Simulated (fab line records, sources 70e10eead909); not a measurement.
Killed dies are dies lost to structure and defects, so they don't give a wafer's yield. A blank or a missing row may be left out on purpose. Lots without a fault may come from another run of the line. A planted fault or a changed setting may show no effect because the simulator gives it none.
Chamber matching | flow nand_harc | NHARC_P_M2_PRE_CLEAN_32 on pecvd-04: 3 sister chambers
The step time 12 s. 6 wafers are shown with their chamber, then 8 later ones without.

WAFERS WITH THEIR CHAMBER
wafer  | chamber | heater_power_w (W)
L081.2 | 0       | 455
L081.5 | 1       | 649
L089.2 | 1       | 648
L089.4 | 2       | 617
L089.6 | 0       | 490
L092.2 | 2       | 597

WAFERS WITHOUT THEIR CHAMBER
wafer  | heater_power_w (W)
L092.4 | 485
L092.5 | 627
L094.1 | 603
L094.3 | 508
L094.5 | 490
L096.1 | 578
L096.5 | 594
L096.6 | 595

WHICH CHAMBER EACH WENT THROUGH
wafer  | from the rows above     | in truth
L092.4 | 0                       | 0
L092.5 | can't be placed: 2 or 1 | 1
L094.1 | 2                       | 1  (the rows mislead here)
L094.3 | 0                       | 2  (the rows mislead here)
L094.5 | 0                       | 0
L096.1 | 2                       | 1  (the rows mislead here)
L096.5 | 2                       | 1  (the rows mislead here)
L096.6 | 2                       | 2
Placed correctly: 3 of 8. Can't be placed from these rows: 1 (the true chamber is among the candidates in 1). Placed wrongly: 4.
How it was worked out, from the rows above alone: a wafer's distance from a chamber is the root of the sum, over the readings, of the square of ((its reading less the chamber's mean) divided by the reading's scatter). The wafer belongs to the nearest chamber; if the next one is less than 2 further off, it can't be placed. A chamber's mean is the mean of its shown wafers. The scatter: the root of (the sum of the squares of (reading less its chamber's mean) over the shown wafers, divided by (wafers less chambers)).
